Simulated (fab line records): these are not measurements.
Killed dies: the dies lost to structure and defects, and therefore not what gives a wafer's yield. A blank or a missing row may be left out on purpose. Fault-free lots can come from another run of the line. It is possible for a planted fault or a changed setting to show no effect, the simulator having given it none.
Matching of chambers    flow n5 finfet    N5_BEOL_M8_ETCH_72 on rie diel-03: 4 sister chambers
The step etches underlayer in N2/H2, target depth 6.5 nm, time 5.2 s. 8 wafers are shown with their chamber, then 8 later ones without.

== EACH WAFER AND ITS CHAMBER ==
wafer   chamber  showerhead plenum p Torr (Torr)  throttle valve pct (%)
L074.5  1        2.68                             17.41
L082.5  1        2.67                             17.47
L089.3  3        2.66                             17.73
L089.4  2        2.44                             18.07
L093.2  0        2.44                             17.91
L093.3  3        2.66                             17.72
L093.5  2        2.44                             18.08
L090.4  0        2.43                             17.91

== WAFERS WHOSE CHAMBER IS MISSING ==
wafer   showerhead plenum p Torr (Torr)  throttle valve pct (%)
L090.5  2.43                             17.87
L090.6  2.66                             17.46
L092.4  2.66                             17.49
L092.5  2.43                             17.90
L092.6  2.66                             17.51
L097.1  2.43                             18.14
L097.3  2.65                             17.78
L097.5  2.43                             18.13

== WHICH CHAMBER EACH WENT THROUGH ==
wafer   from the rows above  in truth
L090.5  0                    0
L090.6  1                    1
L092.4  1                    1
L092.5  0                    0
L092.6  1                    1
L097.1  2                    2
L097.3  3                    3
L097.5  2                    2
Placed correctly: 8 of 8. Not placeable from these rows: 0. Placed wrongly: 0.
How it was worked out, from the rows above alone: a wafer's distance from a chamber is the root of the sum, over the readings, of the square of ((its reading less the chamber's mean) divided by the reading's scatter). If the next closest chamber is less than 2 further off than the closest, the wafer can't be placed; otherwise it belongs to the closest. A chamber's mean is the mean of its shown wafers. The scatter: the root of (the sum of the squares of (reading less its chamber's mean) over the shown wafers, divided by (wafers less chambers)).
